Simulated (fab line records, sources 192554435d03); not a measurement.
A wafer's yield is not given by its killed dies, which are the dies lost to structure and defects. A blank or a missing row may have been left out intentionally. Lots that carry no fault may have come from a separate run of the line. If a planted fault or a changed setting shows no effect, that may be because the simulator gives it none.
Lot-split experiment + flow n5_finfet + on a route of 1938 steps: 7 lots, 39 wafers read

## ON THE SPLIT
At N5_DUMMY_GATE_ETCH_42 (etches SiO2 in CHF3/O2, target depth 3.5 nm, time 31 s), the setting bias_w was moved away from the recipe's 12 W on 18 of the 39 wafers read, by -15.3% to +18.8%. The other wafers ran this setting at the recipe's value.

The reading is taken at the split's own step.

## THE READING
rf_vpp_V, in V, at N5_DUMMY_GATE_ETCH_42 (etches SiO2 in CHF3/O2, target depth 3.5 nm, time 31 s). A value of 42.6 V with a standard deviation of 0.96 V is what fault-free wafers of this fab line usually give.

| wafer  | tool, chamber at the split | bias_w as run, W | against the recipe | rf_vpp_V, V | against lot-mates on the recipe |
|--------|----------------------------|------------------|--------------------|-------------|---------------------------------|
| L078.3 | rie_diel-06, 2             | 12               | recipe             | 44.0        | -                               |
| L078.4 | rie_diel-06, 3             | 12               | recipe             | 40.8        | -                               |
| L078.6 | rie_diel-06, 3             | 12               | recipe             | 43.4        | -                               |
| L081.1 | rie_diel-03, 3             | 12               | recipe             | 41.7        | -                               |
| L081.2 | rie_diel-03, 0             | 12.96            | +8.0%              | 43.8        | +0.7                            |
| L081.3 | rie_diel-03, 2             | 12.96            | +8.0%              | 42.5        | -0.6                            |
| L081.4 | rie_diel-03, 1             | 12               | recipe             | 44.1        | -                               |
| L081.5 | rie_diel-03, 0             | 12.96            | +8.0%              | 44.5        | +1.4                            |
| L081.6 | rie_diel-03, 1             | 12               | recipe             | 43.6        | -                               |
| L082.1 | rie_diel-03, 2             | 12               | recipe             | 42.3        | -                               |
| L082.2 | rie_diel-03, 3             | 12               | recipe             | 42.1        | -                               |
| L082.3 | rie_diel-03, 0             | 12               | recipe             | 42.3        | -                               |
| L082.4 | rie_diel-03, 1             | 14.05            | +17.1%             | 48.9        | +6.7                            |
| L082.5 | rie_diel-03, 3             | 14.05            | +17.1%             | 47.8        | +5.6                            |
| L082.6 | rie_diel-03, 0             | 14.05            | +17.1%             | 47.3        | +5.1                            |
| L083.1 | rie_diel-06, 2             | 12               | recipe             | 43.4        | -                               |
| L083.2 | rie_diel-06, 0             | 10.16            | -15.3%             | 36.5        | -6.2                            |
| L083.3 | rie_diel-06, 3             | 10.16            | -15.3%             | 37.5        | -5.2                            |
| L083.4 | rie_diel-06, 1             | 12               | recipe             | 42.7        | -                               |
| L083.5 | rie_diel-06, 3             | 12               | recipe             | 42.0        | -                               |
| L083.6 | rie_diel-06, 0             | 10.16            | -15.3%             | 38.6        | -4.1                            |
| L089.1 | rie_diel-06, 0             | 12               | recipe             | 42.6        | -                               |
| L089.2 | rie_diel-06, 1             | 13.81            | +15.1%             | 46.8        | +3.8                            |
| L089.3 | rie_diel-06, 2             | 12               | recipe             | 43.9        | -                               |
| L089.4 | rie_diel-06, 2             | 13.81            | +15.1%             | 47.8        | +4.8                            |
| L089.5 | rie_diel-06, 1             | 13.81            | +15.1%             | 47.2        | +4.2                            |
| L089.6 | rie_diel-06, 0             | 12               | recipe             | 42.5        | -                               |
| L094.1 | rie_diel-04, 3             | 10.99            | -8.4%              | 40.9        | -1.7                            |
| L094.2 | rie_diel-04, 1             | 12               | recipe             | 42.7        | -                               |
| L094.3 | rie_diel-04, 2             | 10.99            | -8.4%              | 39.8        | -2.8                            |
| L094.4 | rie_diel-04, 2             | 12               | recipe             | 41.9        | -                               |
| L094.5 | rie_diel-04, 1             | 12               | recipe             | 43.3        | -                               |
| L094.6 | rie_diel-04, 3             | 10.99            | -8.4%              | 39.5        | -3.1                            |
| L096.1 | rie_diel-04, 2             | 12               | recipe             | 42.7        | -                               |
| L096.2 | rie_diel-04, 3             | 14.25            | +18.8%             | 47.7        | +5.4                            |
| L096.3 | rie_diel-04, 1             | 14.25            | +18.8%             | 46.7        | +4.4                            |
| L096.4 | rie_diel-04, 3             | 14.25            | +18.8%             | 47.5        | +5.2                            |
| L096.5 | rie_diel-04, 1             | 12               | recipe             | 41.7        | -                               |
| L096.6 | rie_diel-04, 2             | 12               | recipe             | 42.5        | -                               |

FIT RESULTS
A straight line over all 39 wafers: rf_vpp_V changes by +0.292 V for each +1% of bias_w; r = +0.95; the points scatter about the line by 0.92 V.
The same after taking each lot's own level away (the mean of its wafers on the recipe; 39 wafers): +0.297 V for each +1%; r = +0.95; scatter 0.95 V.
The reading moves by 5.6 V for the largest change in bias_w, on that fit.
Across the lots, their own levels run from 42.23 to 43.13 V, a range of 0.9 times the standard deviation given above.
The two slopes agree, so the slope changes little with the lot-to-lot level.
Check: with one of the wafers moved furthest among these (+18.8%) left out of the fit, the line predicts +5.36 V for it against its lot-mates. It came out at +5.4 V against them.
Tool readings at the split's step, against how far the setting was moved: rf_vpp_V r = +0.95.

## FURTHER SPLITS ON THESE WAFERS
Other splits were also applied to these wafers ahead of the reading. Each is held against what the fit with the lots' levels taken away leaves over:
| other split on the same wafers          | wafers away from the commonest value | r with rf_vpp_V (lot level and that fit taken away) |
|-----------------------------------------|--------------------------------------|-----------------------------------------------------|
| N5_FIN_SAQP_SPACER2_ALD_28 target_thk_a | 15                                   | -0.04                                               |

## THE FILE'S OWN FIT
rf_vpp_V changes by +0.291 V for each +1% of bias_w, r = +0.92.
